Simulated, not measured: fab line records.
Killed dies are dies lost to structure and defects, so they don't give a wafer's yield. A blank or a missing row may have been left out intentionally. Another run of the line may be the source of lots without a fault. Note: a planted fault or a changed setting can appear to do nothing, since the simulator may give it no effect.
fab line records    flow n5_finfet
record lots=4  wafers=12  last_day=16
route steps=1938 shown SD_EPI_N@273 SD_EPI_P@295 PASSIVATION@1936
lots untouched by any fault: they come from a run of this same line in which no faults occurred
start_h: hours from the record's opening day to when the first of the lot's shown wafers began    wait_h: hours elapsed since this lot's preceding step    " as in the row above    L1.1+2: one row covering several wafers at once    - no value present, or no start provided    * or withheld: withheld    < > ~ a bound
route shown NAME@n: a module of which the file shows steps, and the number in the route of the first    usual: average and standard deviation across the fault-free wafers    same: alike in all rows    chamber/n: place in a boat    sites: readings site by site    _std_site: standard deviation of those values    _edge_site: the outer-site mean with the inner-site mean subtracted    radius_mm: for every site, how far away it sits from the centre of the wafer    mask NAME#n: copy n    behind: the last tool/chamber to shape the wafer    hold: what put the lot on hold/how long, in hours/how the hold closed    device: whichever transistor did not switch (one of n, p or np)    end of line: tests of these same wafers at the route's end    step lacking rows: just its recipe    killed: dies lost to structure and defects at the first sort, not the wafer's yield    map: per-die view of a wafer (x killed, . not killed, _ where there is no die)
set.NAME: the run value of the setting; set.NAME@STEP: its run value at that earlier step    model.NAME: the simulator's own value behind a step, which no gauge read
a table for each step, a row for each wafer; lots at some steps of the route
## steps
# step N5_SD_EPI_N_DESCUM_14
# recipe chemistry=O2  time_s=7.9  source_power_w=50  bias_power_w=20  pressure_mtorr=20  rf_frequency_hz=2.712e+07  temp_c=40  resist=CAR-ArF-block  o2_flow_sccm=225
# step N5_SD_EPI_N_ETCH_34
# recipe chemistry=CF4  target=SiARC  target_depth_a=455  mask_material=CAR-ArF-block  time_s=75.8  ion_energy_ev=80  pressure_mtorr=40  source_w=545  bias_w=36  Ar_flow_sccm=100  cf4_flow_sccm=100  ends=cleared
# step N5_SD_EPI_N_ETCH_35
# recipe chemistry=N2/H2  target=SOC  overetch_a=1080  mask_material=SiARC  temp_c=40  ion_energy_ev=100  source_w=3000  bias_w=133  pressure_mtorr=20  time_s=486  n2_flow_sccm=200  h2_flow_sccm=200
# step N5_SD_EPI_N_STRIP_36
# recipe chemistry=N2/H2  temp_c=40  n2_flow_sccm=200  h2_flow_sccm=200  rf_frequency_hz=6e+07
# step N5_SD_EPI_N_ETCHBACK_44
# recipe chemistry=CH3F/O2  mode=anisotropic_etchback  target=SiNx  target_depth_a=145  stop_on=SiO2  over_etch_frac=0.3  ion_energy_ev=120  pressure_mtorr=30  source_w=395  bias_w=73  Ar_flow_sccm=150  CH3F_flow_sccm=30  O2_flow_sccm=20
# step N5_SD_EPI_N_ETCH_45
# recipe chemistry=CH3F/O2  target=SiOCN  target_depth_a=60  mask_material=SOC  ion_energy_ev=60  bias_w=29  pressure_mtorr=15  source_w=410  Ar_flow_sccm=150  CH3F_flow_sccm=30  O2_flow_sccm=20
# step N5_SD_EPI_N_ETCH_16
# recipe chemistry=CHF3/O2  target=SiO2  target_depth_a=50  mask_material=SOC  pressure_mtorr=30  source_w=650  bias_w=170  Ar_flow_sccm=200  CHF3_flow_sccm=50  O2_flow_sccm=5  ion_energy_ev=200
# step N5_SD_EPI_N_STRIP_47
# recipe chemistry=CHF3/O2  resist=SiARC  rf_frequency_hz=6e+07
# step N5_SD_EPI_N_SD_RECESS_17
# recipe chemistry=HBr/Cl2/O2  target_depth_a=410  mask_material=SOC  time_s=23.7  bt_time_s=3  pressure_mtorr=10  icp_w=800  bias_w=112  HBr_flow_sccm=150  Cl2_flow_sccm=80  O2_flow_sccm=12
# step N5_SD_EPI_N_STRIP_38
# recipe chemistry=N2/H2  power_w=1000  temp_c=250  h2_frac=0.65  overash_fraction=0.3  pressure_mtorr=withheld  n2_flow_sccm=1750  h2_flow_sccm=3250
# usual drypump_motor_current_A=5.8/0.3  heater_power_w=356/32  oes_product_au=0.763/0.01
# same overash_fraction=0.3
lot.wafer  tool             chamber  start_h  wait_h  drypump_motor_current_A  heater_power_w  oes_product_au  rf_hours_counter_h
L187.1     plasma_asher-02  1        113.32   0.1     6.0                      370             0.780           42
L187.3     "                0        "        "       5.5                      370             0.758           -
L187.5     "                1        "        "       6.0                      367             0.768           -
L191.2     plasma_asher-02  0        132.93   0.1     5.5                      364             0.756           46
L191.5     "                0        "        "       5.5                      368             0.765           -
L191.6     "                1        "        "       6.0                      375             0.759           -
L193.4     plasma_asher-02  0        146.47   0.0     5.5                      367             0.768           -
L193.5     "                0        "        "       5.5                      372             0.793           -
L193.6     "                1        "        "       6.0                      369             0.762           -
L195.2     plasma_asher-01  1        160.96   0.1     6.2                      385             0.756           108
L195.3     "                1        "        "       6.2                      384             0.773           -
L195.6     "                1        "        "       6.2                      382             0.754           -
# step N5_SD_EPI_N_WET_ETCH_43
# recipe chemistry=dHF  dilution=withheld  time_s=14  target=SiO2  target_depth_a=15  temp_c=25
# step N5_SD_EPI_N_STRIP_18
# recipe chemistry=SPM  time_s=750  temp_c=130  h2so4_h2o2_vol_ratio=4
# step N5_SD_EPI_N_SRD_20
# recipe dry=ipa_marangoni  do_ppb=5  time_s=30  temp_c=23  rinse_liquid=diw
# step N5_SD_EPI_N_PRECLEAN_48
# recipe chemistry=NF3:NH3  afs_cycles=2  temp_c=30  time_s=20  sublimation_temp_c=180  sublimation_time_s=60  pressure_torr=3  rf_power_w=30
# step N5_SD_EPI_N_VAPOR_ETCH_50
# recipe chemistry=HCl  target=Si  temp_c=775  time_s=54  pressure_torr=20  mode=isotropic
# step N5_SD_EPI_N_EPI_21
# recipe material=Si:P  dopant=P  temp_c=680  pressure_torr=255  time_s=690
# step N5_SD_EPI_N_PRECLEAN_24
# recipe chemistry=O3/DIW  time_s=60  temp_c=22  o3_ppm=10
# step N5_SD_EPI_N_SRD_25
# recipe time_s=30  temp_c=23  rinse_liquid=diw  dry=ipa_marangoni
# step N5_SD_EPI_N_PRECLEAN_49
# recipe chemistry=NF3:NH3  afs_cycles=1  temp_c=30  time_s=20  sublimation_temp_c=180  sublimation_time_s=60  pressure_torr=3  rf_power_w=30
# step N5_SD_EPI_N_LINER_46
# recipe material=SiNx  target_thk_a=30  temp_c=400  ald_precursor_family=SiH2I2  ald_co_reactant=N2/H2-plasma  pressure_torr=2
# step N5_SD_EPI_N_INSPECT_26
# recipe inspect_instrument=darkfield  mode=post_epi
# usual raw_defect_count=210/38
lot.wafer  tool               chamber  start_h  wait_h  raw_defect_count
L187.1     defect_inspect-02  -        117.08   0.1     214
L187.3     "                  -        "        "       264
L187.5     "                  -        "        "       275
L191.2     defect_inspect-02  -        136.86   0.1     568
L191.5     "                  -        "        "       596
L191.6     "                  -        "        "       647
L193.4     defect_inspect-01  -        149.64   0.1     571
L193.5     "                  -        "        "       575
L193.6     "                  -        "        "       605
L195.2     defect_inspect-01  -        164.12   0.1     231
L195.3     "                  -        "        "       203
L195.6     "                  -        "        "       241
# step N5_SD_EPI_P_COAT_34
# recipe resist=SOC  temp_c=250  time_s=60  spin_rpm=1500  resist_thk_nm=350
# step N5_SD_EPI_P_COAT_35
# recipe resist=SiARC  temp_c=220  time_s=60  spin_rpm=1500  resist_thk_nm=35
# step N5_SD_EPI_P_COAT_03
# recipe resist=CAR-ArF-block  spin_rpm=1500  resist_thk_nm=150
# step N5_SD_EPI_P_EBR_05
# recipe solvent=PGMEA  ebr_width_mm=1.5
# step N5_SD_EPI_P_SOFTBAKE_04
# recipe temp_c=110  time_s=60  resist=CAR-ArF-block
# step N5_SD_EPI_P_EXPOSE_06
# recipe mask_id=SD_P_BLK  na=1.35  source_shape=conventional  sigma_outer=0.8  polarization=unpolarized  target_cd_nm=240  dose_mj=39.5
# step N5_SD_EPI_P_PEB_07
# recipe peb_temp_c=110  peb_time_s=60  resist=CAR-ArF-block
# step N5_SD_EPI_P_DEVELOP_08
# recipe develop_time_s=30  developer=TMAH  resist=CAR-ArF-block  dev_temp_c=23  rinse_liquid=diw  dry=air_spin
# step N5_SD_EPI_P_INSPECT_11
# recipe mode=adi  inspect_instrument=macro
# usual raw_defect_count=2.0/1.4
lot.wafer  tool               chamber  start_h  wait_h  raw_defect_count
L187.1     defect_inspect-01  -        117.54   0.0     3
L187.3     "                  -        "        "       3
L187.5     "                  -        "        "       2
L191.2     defect_inspect-02  -        137.19   0.0     >300
L191.5     "                  -        "        "       >300
L191.6     "                  -        "        "       >300
L193.4     defect_inspect-01  -        150.09   0.0     >300
L193.5     "                  -        "        "       >300
L193.6     "                  -        "        "       >300
L195.2     defect_inspect-02  -        164.58   0.0     2
L195.3     "                  -        "        "       2
L195.6     "                  -        "        "       2
# step N5_SD_EPI_P_DESCUM_14
# recipe chemistry=O2  time_s=7.9  source_power_w=50  bias_power_w=20  pressure_mtorr=20  rf_frequency_hz=2.712e+07  temp_c=40  resist=CAR-ArF-block  o2_flow_sccm=225
# step N5_SD_EPI_P_ETCH_36
# recipe chemistry=CF4  target=SiARC  target_depth_a=455  mask_material=CAR-ArF-block  time_s=75.8  ion_energy_ev=80  pressure_mtorr=40  source_w=545  bias_w=36  Ar_flow_sccm=100  cf4_flow_sccm=100  ends=cleared
# step N5_SD_EPI_P_ETCH_37
# recipe chemistry=N2/H2  target=SOC  overetch_a=1080  mask_material=SiARC  temp_c=40  ion_energy_ev=100  source_w=3000  bias_w=133  pressure_mtorr=20  time_s=486  n2_flow_sccm=200  h2_flow_sccm=200  ends=end_point
# step N5_SD_EPI_P_STRIP_38
# recipe chemistry=N2/H2  temp_c=40  n2_flow_sccm=200  h2_flow_sccm=200  rf_frequency_hz=6e+07
# step N5_SD_EPI_P_ETCHBACK_46
# recipe chemistry=CH3F/O2  mode=anisotropic_etchback  target=SiNx  target_depth_a=175  stop_on=SiO2  over_etch_frac=0.3  ion_energy_ev=120  pressure_mtorr=30  source_w=395  bias_w=73  Ar_flow_sccm=150  CH3F_flow_sccm=30  O2_flow_sccm=20
# step N5_SD_EPI_P_ETCH_47
# recipe chemistry=CH3F/O2  target=SiOCN  target_depth_a=250  mask_material=SOC  ion_energy_ev=60  bias_w=29  pressure_mtorr=30  source_w=410  Ar_flow_sccm=150  CH3F_flow_sccm=30  O2_flow_sccm=20
# step N5_SD_EPI_P_INSPECT_26
# recipe inspect_instrument=darkfield  mode=post_epi
# usual raw_defect_count=182/38
lot.wafer  tool               chamber  start_h  wait_h  raw_defect_count
L187.1     defect_inspect-02  -        121.33   0.0     221
L187.3     "                  -        "        "       220
L187.5     "                  -        "        "       266
L191.2     defect_inspect-01  -        140.94   0.0     530
L191.5     "                  -        "        "       564
L191.6     "                  -        "        "       636
L193.4     defect_inspect-01  -        154.41   0.0     566
L193.5     "                  -        "        "       598
L193.6     "                  -        "        "       572
L195.2     defect_inspect-02  -        168.40   0.0     228
L195.3     "                  -        "        "       188
L195.6     "                  -        "        "       185
# step N5_PASSIVATION_PROBE_49
# usual killed_at_M0_to_M3=31/11  killed_at_M4_up=14/5.1  killed_at_contacts=12/5.6  killed_at_front_end=42/12  killed_at_other=3.8/2.9  killed_dies=103/18  killed_open=67/14  killed_short=33/8
# same gross_dies=1180  killed_at_back_side=0
lot.wafer  tool       chamber  start_h  wait_h  killed_at_M0_to_M3  killed_at_M4_up  killed_at_contacts  killed_at_front_end  killed_at_other  killed_dies  killed_open  killed_short
L191.2     prober-01  -        379.47   0.1     41                  11               8                   155                  3                218          76           33
L191.5     prober-01  -        379.62   0.2     52                  11               8                   147                  0                218          84           28
L191.6     prober-01  -        379.67   0.3     39                  7                13                  142                  0                201          64           28
L193.4     prober-02  -        384.37   0.2     26                  16               6                   150                  6                204          51           34
L193.5     prober-02  -        384.42   0.2     38                  7                9                   149                  3                206          59           34
L193.6     prober-02  -        384.47   0.3     50                  16               9                   138                  4                217          69           37
# killed by level:class
L191.2 SD_EPI_N:unspecified=109 BEOL_M1:geometric_particle:open=15 STI_FIN_REVEAL:geometric_particle:open=12 BEOL_M5:geometric_particle:open=7 STI_FIN_REVEAL:geometric_particle:short=6 MOL_CONTACT_COAG:geometric_particle:open=6 BEOL_M3:geometric_particle:open=6 FIN_SAQP:geometric_particle:open=5
L191.5 SD_EPI_N:unspecified=106 BEOL_M1:geometric_particle:open=19 FIN_SAQP:geometric_particle:open=13 BEOL_M0_SAQP:geometric_particle:open=10 BEOL_M0_SAQP:geometric_particle:short=9 MOL_CONTACT_COAG:geometric_particle:open=8 STI_FIN_REVEAL:geometric_particle:open=7 BEOL_M1:geometric_particle:short=7
L191.6 SD_EPI_N:unspecified=107 MOL_CONTACT_COAG:geometric_particle:open=12 BEOL_M1:geometric_particle:open=8 BEOL_M0_SAQP:geometric_particle:short=7 BEOL_M3:geometric_particle:open=7 FIN_SAQP:geometric_particle:short=6 FIN_SAQP:geometric_particle:open=6 DUMMY_GATE:geometric_particle:open=6
L193.4 SD_EPI_N:unspecified=116 BEOL_M0_SAQP:geometric_particle:short=10 GATE_CUT:geometric_particle:short=8 BEOL_M0_SAQP:geometric_particle:open=7 FIN_SAQP:geometric_particle:open=5 STI_FIN_REVEAL:geometric_particle:open=5 MOL_CONTACT_COAG:geometric_particle:open=5 BEOL_M5:geometric_particle:open=5
L193.5 SD_EPI_N:unspecified=103 FIN_SAQP:geometric_particle:short=8 HKMG_FIN:area_etch=8 BEOL_M0_SAQP:geometric_particle:short=7 MOL_CONTACT_COAG:geometric_particle:open=7 BEOL_M1:geometric_particle:open=6 STI_FIN_REVEAL:geometric_particle:open=6 BEOL_M3:geometric_particle:open=6
L193.6 SD_EPI_N:unspecified=106 BEOL_M0_SAQP:geometric_particle:short=15 BEOL_M0_SAQP:geometric_particle:open=13 BEOL_M1:geometric_particle:open=8 STI_FIN_REVEAL:geometric_particle:open=7 MOL_CONTACT_COAG:geometric_particle:open=7 FIN_SAQP:geometric_particle:open=4 BEOL_M7:geometric_particle:open=4
# map L191.2 (x killed, . not)
_________________....x....xx.________________
______________.....x.xxxxxxxx..._____________
___________.......x.xxxxxxxxxxxxx..__________
__________...........xxxxxxxxxxxxx.._________
________..x..xx......xxxxxxxxxx......._______
_______.....x.......xxxxxxxxxxxx.....xx______
______...xx.x...x..xxxxxxxxxxxxxxx.....x_____
_____.............x.xxxxxxxxxxxxx........____
____x....x..x...x.x.xxxx.xxxxxxx.....x...x___
___..............x...xx.xxx.xxx.xx.........__
___..x.................x.x.x..........x..x.__
__...x..x............x..xx.x.x..........x.x._
__.....x.................x.................._
_......x.......................x.............
_x.................xx..........x.....x.......
_.........x...........................x......
_......................x..............xx...x.
_.......................x.........x..........
_x..x.........x........x........x...........x
_.....x.......x.................x............
_.......x..................x.........x.x.....
__.....x....x...x......................x...._
__...x.......................x.....x........_
___.......x....x............x..............__
___..x...........................x.........__
____.................x....x...........x...___
_____.x......x.........x..............xxx____
______x.........x..............x..x....._____
_______...........................x....______
________x..x...x......................_______
__________x.......x.x....x.x......x._________
___________x.........x......xx.x...__________
______________...xx............._____________
_________________.........x..________________
# map L193.6 (x killed, . not)
_________________....x...x...________________
______________.......x.........._____________
___________.x.....x............xx..__________
__________.x...................x...._________
________.............x.xx..x..x......._______
_______..........................x.....______
______...........x.......x.............._____
_____..x.......x....x....................____
____..x..xx.......x.......................___
___.x........................x......x......__
___.........................x..........xx..__
__x.........................x........x...x.._
__x.........xx.x.....x...............x......_
_x.............x........xx.......xx..........
_.............x........xx........x........x..
_.x.......x.x.........x...x..................
_......xx..x........x..........x...x.xxx..x..
_...x.......x....x......x...xxxx.x.xx.x..x..x
_................x...x......xx.xxxxxxxxx.....
_..........................x.x.xxxxx.xxx.....
_..............x...x.....x..xxxxxxxxxxxx.....
__...................xx...x.xxxxxxxxxxxxx.x._
__....x.......x...x.........x.xxxxxxxx.xxx.._
___.............x..........xxxxxxxxxxx.xx..__
___.........x...........x.....xxxxxxxxx....__
____.....x.x.......x.........xxx.xx..xx.xx___
_____...................x..xx..xxxxxx.xx.____
______...............x.....x.....x...xx._____
_______x.............................x.______
________x..x.......x...........xx....._______
__________.....................x...._________
___________..x...x.....x..x........__________
______________.....x............_____________
_________________..x.........________________
## key
first_sign step=N5_SD_EPI_N_INSPECT_26  reading=raw_defect_count  direction=up  sigmas=10  usual=210  struck=594
effect step=N5_SD_EPI_P_INSPECT_11  reading=raw_defect_count  direction=up  sigmas=99+  usual=2.0  struck=>300
effect step=N5_SD_EPI_P_INSPECT_26  reading=raw_defect_count  direction=up  sigmas=10  usual=182  struck=578
effect step=N5_PASSIVATION_PROBE_49  reading=killed_at_front_end  direction=up  sigmas=8.5  usual=42  struck=147
more_kills_born_at N5_SD_EPI_N_STRIP_38@plasma_asher-02=647
met_at N5_SD_EPI_N_STRIP_38
struck_wafers L191.2,L191.5,L191.6,L193.4,L193.5,L193.6
tester_left_out L191,L193
onset_between 113.32 132.93
fault kind=chamber_particle_source  tool=plasma_asher-02  chamber=-  onset_h=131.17  steps=N5_SD_EPI_N_STRIP_38  rate_per_visit_cm2=0.61044  end_h=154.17
# tester_left_out: of these lots the tester's yield and bins aren't shown, on N5 and GAA mostly nor the transistor test; their killed dies are dies lost to structure and defects alone, not to doping, threshold or leakage, so they don't give the yield
